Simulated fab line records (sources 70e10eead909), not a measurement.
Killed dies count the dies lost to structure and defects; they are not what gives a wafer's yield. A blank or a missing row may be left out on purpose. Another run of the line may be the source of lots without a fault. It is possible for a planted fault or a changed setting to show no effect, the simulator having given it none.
Which of the tools did it? :: flow nandHarc :: Sampling: 11 lots, 33 wafers, 5 of 1302 route steps

## WHAT THE GAUGES SHOWED, per wafer
NHARC_THIN_TSV_CD_MEAS_33: the cd target is 5000 nm. Usual: cdNm reads 4998.8 nm (standard deviation 2).
lot: L273
measured: day 24 11:43
on: cdSem-03
cdNm (nm): 4997.4 4999.2 5001.1
flag: 

lot: L274
measured: day 24 10:37
on: cdSem-03
cdNm (nm): 4998.3 4997.9 4997.3
flag: 

lot: L275
measured: day 24 09:17
on: cdSem-02
cdNm (nm): 5001.5 5000.2 4999.9
flag: 

lot: L278
measured: day 26 15:29
on: cdSem-03
cdNm (nm): 4998.8 4999.9 4996.0
flag: 

lot: L277
measured: day 25 16:40
on: cdSem-02
cdNm (nm): 4999.4 4997.7 5000.0
flag: 

lot: L279
measured: day 26 21:19
on: cdSem-01
cdNm (nm): 4997.1 4999.2 4998.8
flag: 

lot: L286
measured: day 30 07:31
on: cdSem-02
cdNm (nm): 4996.0 4995.6
flag: 

lot: L289
measured: day 30 02:30
on: cdSem-02
cdNm (nm): 4997.6 4994.7 4998.8
flag: 

lot: L290
measured: day 30 03:40
on: cdSem-02
cdNm (nm): 4997.2 4998.4 4997.6
flag: 

lot: L291
measured: day 31 05:10
on: cdSem-01
cdNm (nm): 5000.2 4995.4 4996.9
flag: 

lot: L293
measured: day 32 09:59
on: cdSem-01
cdNm (nm): 4998.0 4999.4 5001.3
flag: 

NHARC_END_WLT_00. Usual: VT_DECK1_BOTTOM 0.876, standard deviation 0.0089; VT_DECK1_BOTTOM_INNER 0.877, standard deviation 0.0083; VT_DECK1_MEDIAN_NEAR_BOTTOM 0.877, standard deviation 0.0093; VT_DECK1_MEDIAN_NEAR_BOTTOM_INNER 0.877, standard deviation 0.0087; VT_DECK1_MIDDLE 0.890, standard deviation 0.0081; VT_DECK1_MIDDLE_INNER 0.890, standard deviation 0.0085; VT_DECK1_TOP 0.902, standard deviation 0.0084; VT_DECK1_TOP_INNER 0.902, standard deviation 0.0081; VT_DECK2_BOTTOM 0.874, standard deviation 0.0081; VT_DECK2_BOTTOM_INNER 0.874, standard deviation 0.0092; VT_DECK2_MEDIAN_NEAR_BOTTOM 0.875, standard deviation 0.0093; VT_DECK2_MEDIAN_NEAR_BOTTOM_INNER 0.875, standard deviation 0.0091; VT_DECK2_MIDDLE 0.887, standard deviation 0.0087; VT_DECK2_MIDDLE_INNER 0.888, standard deviation 0.0089; VT_DECK2_TOP 0.898, standard deviation 0.0095; VT_DECK2_TOP_INNER 0.899, standard deviation 0.0092.
lot: L273
measured: day 25 01:11
on: prober-01
VT_DECK1_BOTTOM: 0.881 0.877 0.875
VT_DECK1_BOTTOM_INNER: 0.875 0.879 0.878
VT_DECK1_MEDIAN_NEAR_BOTTOM: 0.879 0.881 0.885
VT_DECK1_MEDIAN_NEAR_BOTTOM_INNER: 0.870 0.876 0.880
VT_DECK1_MIDDLE: 0.891 0.884 0.896
VT_DECK1_MIDDLE_INNER: 0.904 0.889 0.888
VT_DECK1_TOP: 0.902 0.910 0.907
VT_DECK1_TOP_INNER: 0.900 0.901 0.902
VT_DECK2_BOTTOM: 0.881 0.878 0.885
VT_DECK2_BOTTOM_INNER: 0.886 0.883 0.887
VT_DECK2_MEDIAN_NEAR_BOTTOM: 0.887 0.881 0.887
VT_DECK2_MEDIAN_NEAR_BOTTOM_INNER: 0.880 0.877 0.886
VT_DECK2_MIDDLE: 0.890 0.904 0.898
VT_DECK2_MIDDLE_INNER: 0.901 0.887 0.898
VT_DECK2_TOP: 0.903 0.912 0.915
VT_DECK2_TOP_INNER: 0.913 0.906 0.912
flag: 

lot: L274
measured: day 24 18:24
on: prober-01
VT_DECK1_BOTTOM: 0.891 0.888 0.889
VT_DECK1_BOTTOM_INNER: 0.892 0.885 0.893
VT_DECK1_MEDIAN_NEAR_BOTTOM: 0.900 0.884 0.892
VT_DECK1_MEDIAN_NEAR_BOTTOM_INNER: 0.892 0.881 0.893
VT_DECK1_MIDDLE: 0.901 0.896 0.903
VT_DECK1_MIDDLE_INNER: 0.906 0.902 0.904
VT_DECK1_TOP: 0.909 0.916 0.920
VT_DECK1_TOP_INNER: 0.912 0.923 0.918
VT_DECK2_BOTTOM: 0.878 0.887 0.883
VT_DECK2_BOTTOM_INNER: 0.887 0.880 0.888
VT_DECK2_MEDIAN_NEAR_BOTTOM: 0.871 0.888 0.897
VT_DECK2_MEDIAN_NEAR_BOTTOM_INNER: 0.880 0.881 0.890
VT_DECK2_MIDDLE: 0.898 0.896 0.896
VT_DECK2_MIDDLE_INNER: 0.903 0.896 0.905
VT_DECK2_TOP: 0.906 0.909 0.902
VT_DECK2_TOP_INNER: 0.905 0.907 0.899
flag: 

lot: L275
measured: day 24 17:25
on: prober-02
VT_DECK1_BOTTOM: 0.885 0.892 0.893
VT_DECK1_BOTTOM_INNER: 0.888 0.891 0.889
VT_DECK1_MEDIAN_NEAR_BOTTOM: 0.882 0.896 0.885
VT_DECK1_MEDIAN_NEAR_BOTTOM_INNER: 0.889 0.888 0.894
VT_DECK1_MIDDLE: 0.901 0.906 0.895
VT_DECK1_MIDDLE_INNER: 0.897 0.898 0.891
VT_DECK1_TOP: 0.910 0.914 0.915
VT_DECK1_TOP_INNER: 0.915 0.915 0.910
VT_DECK2_BOTTOM: 0.871 0.863 0.866
VT_DECK2_BOTTOM_INNER: 0.857 0.877 0.867
VT_DECK2_MEDIAN_NEAR_BOTTOM: 0.873 0.863 0.873
VT_DECK2_MEDIAN_NEAR_BOTTOM_INNER: 0.875 0.877 0.864
VT_DECK2_MIDDLE: 0.888 0.878 0.887
VT_DECK2_MIDDLE_INNER: 0.879 0.882 0.882
VT_DECK2_TOP: 0.893 0.891 0.891
VT_DECK2_TOP_INNER: 0.894 0.884 0.892
flag: 

lot: L278
measured: day 26 22:29
on: prober-02
VT_DECK1_BOTTOM: 0.879 0.889 0.885
VT_DECK1_BOTTOM_INNER: 0.882 0.874 0.883
VT_DECK1_MEDIAN_NEAR_BOTTOM: 0.877 0.871 0.889
VT_DECK1_MEDIAN_NEAR_BOTTOM_INNER: 0.887 0.881 0.889
VT_DECK1_MIDDLE: 0.894 0.884 0.893
VT_DECK1_MIDDLE_INNER: 0.895 0.888 0.890
VT_DECK1_TOP: 0.902 0.895 0.905
VT_DECK1_TOP_INNER: 0.910 0.897 0.907
VT_DECK2_BOTTOM: 0.860 0.868 0.871
VT_DECK2_BOTTOM_INNER: 0.858 0.869 0.874
VT_DECK2_MEDIAN_NEAR_BOTTOM: 0.867 0.878 0.880
VT_DECK2_MEDIAN_NEAR_BOTTOM_INNER: 0.860 0.871 0.875
VT_DECK2_MIDDLE: 0.877 0.879 0.879
VT_DECK2_MIDDLE_INNER: 0.881 0.878 0.879
VT_DECK2_TOP: 0.884 0.883 0.883
VT_DECK2_TOP_INNER: 0.891 0.883 0.892
flag: 

lot: L277
measured: day 25 23:09
on: prober-01
VT_DECK1_BOTTOM: 0.876 0.884 0.875
VT_DECK1_BOTTOM_INNER: 0.876 0.888 0.885
VT_DECK1_MEDIAN_NEAR_BOTTOM: 0.881 0.877 0.878
VT_DECK1_MEDIAN_NEAR_BOTTOM_INNER: 0.880 0.881 0.872
VT_DECK1_MIDDLE: 0.891 0.889 0.891
VT_DECK1_MIDDLE_INNER: 0.883 0.895 0.893
VT_DECK1_TOP: 0.900 0.899 0.904
VT_DECK1_TOP_INNER: 0.906 0.904 0.897
VT_DECK2_BOTTOM: 0.851 0.857 0.867
VT_DECK2_BOTTOM_INNER: 0.858 0.866 0.864
VT_DECK2_MEDIAN_NEAR_BOTTOM: 0.846 0.855 0.861
VT_DECK2_MEDIAN_NEAR_BOTTOM_INNER: 0.851 0.850 0.872
VT_DECK2_MIDDLE: 0.867 0.877 0.874
VT_DECK2_MIDDLE_INNER: 0.868 0.875 0.870
VT_DECK2_TOP: 0.882 0.881 0.878
VT_DECK2_TOP_INNER: 0.881 0.877 0.881
flag: 

lot: L279
measured: day 27 06:13
on: prober-01
VT_DECK1_BOTTOM: 0.875 0.886 0.878
VT_DECK1_BOTTOM_INNER: 0.881 0.880 0.883
VT_DECK1_MEDIAN_NEAR_BOTTOM: 0.878 0.889 0.881
VT_DECK1_MEDIAN_NEAR_BOTTOM_INNER: 0.874 0.882 0.879
VT_DECK1_MIDDLE: 0.894 0.902 0.895
VT_DECK1_MIDDLE_INNER: 0.890 0.902 0.896
VT_DECK1_TOP: 0.910 0.908 0.901
VT_DECK1_TOP_INNER: 0.903 0.897 0.906
VT_DECK2_BOTTOM: 0.866 0.863 0.854
VT_DECK2_BOTTOM_INNER: 0.863 0.872 0.861
VT_DECK2_MEDIAN_NEAR_BOTTOM: 0.859 0.866 0.856
VT_DECK2_MEDIAN_NEAR_BOTTOM_INNER: 0.864 0.871 0.866
VT_DECK2_MIDDLE: 0.877 0.875 0.874
VT_DECK2_MIDDLE_INNER: 0.876 0.886 0.871
VT_DECK2_TOP: 0.888 0.894 0.892
VT_DECK2_TOP_INNER: 0.893 0.890 0.887
flag: 

lot: L286
measured: day 30 16:31
on: prober-02
VT_DECK1_BOTTOM: 0.870 0.861
VT_DECK1_BOTTOM_INNER: 0.872 0.862
VT_DECK1_MEDIAN_NEAR_BOTTOM: 0.861 0.864
VT_DECK1_MEDIAN_NEAR_BOTTOM_INNER: 0.871 0.866
VT_DECK1_MIDDLE: 0.880 0.874
VT_DECK1_MIDDLE_INNER: 0.888 0.889
VT_DECK1_TOP: 0.897 0.889
VT_DECK1_TOP_INNER: 0.887 0.884
VT_DECK2_BOTTOM: 0.877 0.867
VT_DECK2_BOTTOM_INNER: 0.873 0.866
VT_DECK2_MEDIAN_NEAR_BOTTOM: 0.875 0.873
VT_DECK2_MEDIAN_NEAR_BOTTOM_INNER: 0.877 0.864
VT_DECK2_MIDDLE: 0.889 0.897
VT_DECK2_MIDDLE_INNER: 0.899 0.889
VT_DECK2_TOP: 0.905 0.907
VT_DECK2_TOP_INNER: 0.899 0.895
flag: 

lot: L289
measured: day 30 08:40
on: prober-02
VT_DECK1_BOTTOM: 0.863 0.873 0.868
VT_DECK1_BOTTOM_INNER: 0.879 0.874 0.872
VT_DECK1_MEDIAN_NEAR_BOTTOM: 0.878 0.877 0.870
VT_DECK1_MEDIAN_NEAR_BOTTOM_INNER: 0.874 0.878 0.867
VT_DECK1_MIDDLE: 0.885 0.896 0.891
VT_DECK1_MIDDLE_INNER: 0.886 0.883 0.881
VT_DECK1_TOP: 0.898 0.895 0.896
VT_DECK1_TOP_INNER: 0.898 0.887 0.897
VT_DECK2_BOTTOM: 0.879 0.877 0.881
VT_DECK2_BOTTOM_INNER: 0.893 0.879 0.881
VT_DECK2_MEDIAN_NEAR_BOTTOM: 0.882 0.876 0.883
VT_DECK2_MEDIAN_NEAR_BOTTOM_INNER: 0.880 0.882 0.881
VT_DECK2_MIDDLE: 0.899 0.897 0.886
VT_DECK2_MIDDLE_INNER: 0.901 0.889 0.891
VT_DECK2_TOP: 0.907 0.909 0.911
VT_DECK2_TOP_INNER: 0.903 0.907 0.904
flag: 

lot: L290
measured: day 30 12:16
on: prober-01
VT_DECK1_BOTTOM: 0.865 0.859 0.867
VT_DECK1_BOTTOM_INNER: 0.871 0.860 0.866
VT_DECK1_MEDIAN_NEAR_BOTTOM: 0.874 0.864 0.870
VT_DECK1_MEDIAN_NEAR_BOTTOM_INNER: 0.864 0.871 0.876
VT_DECK1_MIDDLE: 0.877 0.890 0.885
VT_DECK1_MIDDLE_INNER: 0.883 0.878 0.875
VT_DECK1_TOP: 0.901 0.904 0.895
VT_DECK1_TOP_INNER: 0.902 0.902 0.900
VT_DECK2_BOTTOM: 0.883 0.889 0.880
VT_DECK2_BOTTOM_INNER: 0.885 0.883 0.881
VT_DECK2_MEDIAN_NEAR_BOTTOM: 0.878 0.891 0.889
VT_DECK2_MEDIAN_NEAR_BOTTOM_INNER: 0.881 0.887 0.879
VT_DECK2_MIDDLE: 0.897 0.892 0.895
VT_DECK2_MIDDLE_INNER: 0.891 0.900 0.894
VT_DECK2_TOP: 0.907 0.908 0.902
VT_DECK2_TOP_INNER: 0.907 0.903 0.901
flag: 

lot: L291
measured: day 31 13:07
on: prober-02
VT_DECK1_BOTTOM: 0.878 0.884 0.875
VT_DECK1_BOTTOM_INNER: 0.878 0.886 0.882
VT_DECK1_MEDIAN_NEAR_BOTTOM: 0.879 0.888 0.885
VT_DECK1_MEDIAN_NEAR_BOTTOM_INNER: 0.883 0.877 0.881
VT_DECK1_MIDDLE: 0.890 0.890 0.900
VT_DECK1_MIDDLE_INNER: 0.905 0.895 0.888
VT_DECK1_TOP: 0.903 0.893 0.904
VT_DECK1_TOP_INNER: 0.903 0.915 0.900
VT_DECK2_BOTTOM: 0.873 0.883 0.881
VT_DECK2_BOTTOM_INNER: 0.881 0.883 0.884
VT_DECK2_MEDIAN_NEAR_BOTTOM: 0.886 0.884 0.893
VT_DECK2_MEDIAN_NEAR_BOTTOM_INNER: 0.881 0.890 0.883
VT_DECK2_MIDDLE: 0.903 0.902 0.884
VT_DECK2_MIDDLE_INNER: 0.903 0.899 0.909
VT_DECK2_TOP: 0.910 0.899 0.902
VT_DECK2_TOP_INNER: 0.904 0.905 0.912
flag: 

lot: L293
measured: day 32 18:00
on: prober-02
VT_DECK1_BOTTOM: 0.891 0.896 0.883
VT_DECK1_BOTTOM_INNER: 0.894 0.886 0.884
VT_DECK1_MEDIAN_NEAR_BOTTOM: 0.884 0.894 0.900
VT_DECK1_MEDIAN_NEAR_BOTTOM_INNER: 0.890 0.890 0.893
VT_DECK1_MIDDLE: 0.900 0.898 0.895
VT_DECK1_MIDDLE_INNER: 0.897 0.901 0.909
VT_DECK1_TOP: 0.913 0.924 0.912
VT_DECK1_TOP_INNER: 0.919 0.912 0.906
VT_DECK2_BOTTOM: 0.869 0.863 0.860
VT_DECK2_BOTTOM_INNER: 0.875 0.857 0.876
VT_DECK2_MEDIAN_NEAR_BOTTOM: 0.872 0.869 0.868
VT_DECK2_MEDIAN_NEAR_BOTTOM_INNER: 0.869 0.859 0.869
VT_DECK2_MIDDLE: 0.890 0.882 0.879
VT_DECK2_MIDDLE_INNER: 0.886 0.886 0.893
VT_DECK2_TOP: 0.893 0.896 0.898
VT_DECK2_TOP_INNER: 0.895 0.893 0.893
flag: 

NHARC_END_SORT_01. Usual: for defectLimitedYield, 91.2 % with a standard deviation of 2.6; for killedAtArray, 55 with a standard deviation of 17; for killedAtOther, 1.1 with a standard deviation of 1.6; for killedAtPeriphery, 3.8 with a standard deviation of 2.5; for killedDies, 60 with a standard deviation of 18; for killedOpen, 3.3 with a standard deviation of 1.9; for killedShort, 2.5 with a standard deviation of 1.7.
lot: L273
measured: day 25 04:09
on: prober-01
defectLimitedYield (%): 87.3 90.5 92.2
killedAtArray: 80 53 49
killedAtOther: 0 0 0
killedAtPeriphery: 6 11 4
killedDies: 86 64 53
killedOpen: 3 1 5
killedShort: 2 2 1
flag: 

lot: L274
measured: day 24 21:59
on: prober-01
defectLimitedYield (%): 88.6 87.7 90.1
killedAtArray: 67 74 61
killedAtOther: 0 1 0
killedAtPeriphery: 10 8 6
killedDies: 77 83 67
killedOpen: 7 5 4
killedShort: 1 3 3
flag: 

lot: L277
measured: day 26 02:26
on: prober-01
defectLimitedYield (%): 87.1 91.3 90.1
killedAtArray: 79 54 63
killedAtOther: 4 2 3
killedAtPeriphery: 4 3 1
killedDies: 87 59 67
killedOpen: 2 3 5
killedShort: 4 1 1
flag: 

lot: L279
measured: day 27 09:49
on: prober-01
defectLimitedYield (%): 91.0 91.3 90.1
killedAtArray: 60 56 65
killedAtOther: 0 0 0
killedAtPeriphery: 1 3 2
killedDies: 61 59 67
killedOpen: 6 5 3
killedShort: 1 2 1
flag: 

lot: L286
measured: day 30 19:32
on: prober-02
defectLimitedYield (%): 89.4 89.5 0
killedAtArray: 68 65 58
killedAtOther: 1 0 0
killedAtPeriphery: 3 6 619
killedDies: 72 71 677
killedOpen: 1 1 0
killedShort: 3 5 2
flag: OFF

lot: L290
measured: day 30 15:14
on: prober-01
defectLimitedYield (%): 90.1 87.0 87.7
killedAtArray: 63 86 78
killedAtOther: 0 0 0
killedAtPeriphery: 4 2 5
killedDies: 67 88 83
killedOpen: 2 3 5
killedShort: 5 1 3
flag: 

lot: L293
measured: day 32 20:58
on: prober-02
defectLimitedYield (%): 95.4 93.8 96.0
killedAtArray: 26 39 22
killedAtOther: 1 2 0
killedAtPeriphery: 4 1 5
killedDies: 31 42 27
killedOpen: 7 4 1
killedShort: 1 2 3
flag: 

## WHAT TOOL EACH LOT RAN ON (gives the tool, then ch and the chambers of the sampled wafers, and finally the start)
lot: L273
NHARC_P_M2_PVD_21: pvdSputter-02, day 6 15:46
NHARC_THIN_TSV_ETCHBACK_48: rieDiel-03 ch 0,2, day 24 08:02

lot: L274
NHARC_P_M2_PVD_21: pvdSputter-01, day 6 21:53
NHARC_THIN_TSV_ETCHBACK_48: rieDiel-04 ch 0,1,2, day 24 07:04

lot: L275
NHARC_P_M2_PVD_21: pvdSputter-01, day 7 07:49
NHARC_THIN_TSV_ETCHBACK_48: rieDiel-03 ch 0,1,2, day 24 05:47

lot: L278
NHARC_P_M2_PVD_21: pvdSputter-01, day 8 07:31
NHARC_THIN_TSV_ETCHBACK_48: rieDiel-04 ch 0,1,3, day 26 12:01

lot: L277
NHARC_P_M2_PVD_21: pvdSputter-01, day 8 08:19
NHARC_THIN_TSV_ETCHBACK_48: rieDiel-01 ch 0,2, day 25 13:00

lot: L279
NHARC_P_M2_PVD_21: pvdSputter-01, day 9 07:26
NHARC_THIN_TSV_ETCHBACK_48: rieDiel-04 ch 0,1, day 26 17:40

lot: L286
NHARC_P_M2_PVD_21: pvdSputter-01, day 12 17:31
NHARC_THIN_TSV_ETCHBACK_48: rieDiel-03 ch 0,1, day 30 03:44

lot: L289
NHARC_P_M2_PVD_21: pvdSputter-03, day 13 11:34
NHARC_THIN_TSV_ETCHBACK_48: rieDiel-01 ch 1,2,3, day 29 22:49

lot: L290
NHARC_P_M2_PVD_21: pvdSputter-03, day 13 15:16
NHARC_THIN_TSV_ETCHBACK_48: rieDiel-04 ch 0,3, day 30 00:08

lot: L291
NHARC_P_M2_PVD_21: pvdSputter-02, day 13 22:02
NHARC_THIN_TSV_ETCHBACK_48: rieDiel-03 ch 0,3, day 31 01:32

lot: L293
NHARC_P_M2_PVD_21: pvdSputter-03, day 15 00:21
NHARC_THIN_TSV_ETCHBACK_48: rieDiel-01 ch 0,2,3, day 32 06:20
- NHARC_P_M2_PVD_21: deposits Cu, target thk 30 nm, time 20.49 s.
- NHARC_THIN_TSV_ETCHBACK_48: etches the open film in C4F8/Ar, target depth 1028.5 nm, time 405.17 s.

## WHAT THE TOOLS THEMSELVES READ (means of the sampled wafers that have a number; where no wafer has one, the mark that the record gives instead)
NHARC_P_M2_PVD_21. Usual: substrateTempC 30.00 C, standard deviation 0.12; throttleValvePct 29.6 %, standard deviation 0.77.
lot: L273
tool: pvdSputter-02
substrateTempC (C): 30.18
throttleValvePct (%): 30.4
flag: 

lot: L274
tool: pvdSputter-01
substrateTempC (C): 30.05
throttleValvePct (%): 30.0
flag: 

lot: L275
tool: pvdSputter-01
substrateTempC (C): 29.90
throttleValvePct (%): 29.4
flag: 

lot: L278
tool: pvdSputter-01
substrateTempC (C): 29.92
throttleValvePct (%): 29.3
flag: 

lot: L277
tool: pvdSputter-01
substrateTempC (C): 29.97
throttleValvePct (%): 29.4
flag: 

lot: L279
tool: pvdSputter-01
substrateTempC (C): 30.04
throttleValvePct (%): 29.8
flag: 

lot: L286
tool: pvdSputter-01
substrateTempC (C): 30.08
throttleValvePct (%): 29.6
flag: 

lot: L289
tool: pvdSputter-03
substrateTempC (C): 30.01
throttleValvePct (%): 29.3
flag: 

lot: L290
tool: pvdSputter-03
substrateTempC (C): 30.11
throttleValvePct (%): 29.1
flag: 

lot: L291
tool: pvdSputter-02
substrateTempC (C): 29.90
throttleValvePct (%): 29.4
flag: 

lot: L293
tool: pvdSputter-03
substrateTempC (C): 30.10
throttleValvePct (%): 29.2
flag: 

NHARC_THIN_TSV_ETCHBACK_48. Usual: oesProductAu 0.96 a.u., standard deviation 0.037; rfVppV 549 V, standard deviation 3.8.
lot: L273
tool: rieDiel-03
oesProductAu (a.u.): 0.92
rfVppV (V): 545
flag: 

lot: L274
tool: rieDiel-04
oesProductAu (a.u.): 0.99
rfVppV (V): 550
flag: 

lot: L275
tool: rieDiel-03
oesProductAu (a.u.): 0.93
rfVppV (V): 547
flag: 

lot: L278
tool: rieDiel-04
oesProductAu (a.u.): 1.00
rfVppV (V): 551
flag: 

lot: L277
tool: rieDiel-01
oesProductAu (a.u.): 1.00
rfVppV (V): 551
flag: 

lot: L279
tool: rieDiel-04
oesProductAu (a.u.): 0.92
rfVppV (V): 551
flag: 

lot: L286
tool: rieDiel-03
oesProductAu (a.u.): 0.96
rfVppV (V): 550
flag: 

lot: L289
tool: rieDiel-01
oesProductAu (a.u.): 0.92
rfVppV (V): 548
flag: 

lot: L290
tool: rieDiel-04
oesProductAu (a.u.): 0.91
rfVppV (V): 551
flag: 

lot: L291
tool: rieDiel-03
oesProductAu (a.u.): 1.00
rfVppV (V): 547
flag: 

lot: L293
tool: rieDiel-01
oesProductAu (a.u.): 1.00
rfVppV (V): 549
flag: 

## THE ANSWER, worked out from the rows above alone
Rule: a lot counts as off when the mean over its wafers that have a number is more than 3 standard deviations away from the usual mean. A lot without any number at a reading at which 4 lots or more have one is off too. The other lots that the step has rows for count as sound. After the gauges, taken in route order, come the tools' own readings; for these a lot's mean is taken, as printed above. The first step at which some lot is off is used, and at that step the reading that is off furthest; a lot without a number counts as furthest.
Off: L286 (NHARC_END_SORT_01, killedAtPeriphery). Neither off nor sound, because the step has no rows for them: L275, L278, L289, L291.
If a tool, at a process step before that reading, ran all the lots that are off and no sound lot after the first of them, it fits. Gauges at NHARC_END_SORT_01: tried the same way as those tools. This does not decide it: 2 tools fit, namely pvdSputter-01 at NHARC_P_M2_PVD_21 and rieDiel-03 at NHARC_THIN_TSV_ETCHBACK_48.

## WHAT WAS PUT IN BY THE SIMULATOR
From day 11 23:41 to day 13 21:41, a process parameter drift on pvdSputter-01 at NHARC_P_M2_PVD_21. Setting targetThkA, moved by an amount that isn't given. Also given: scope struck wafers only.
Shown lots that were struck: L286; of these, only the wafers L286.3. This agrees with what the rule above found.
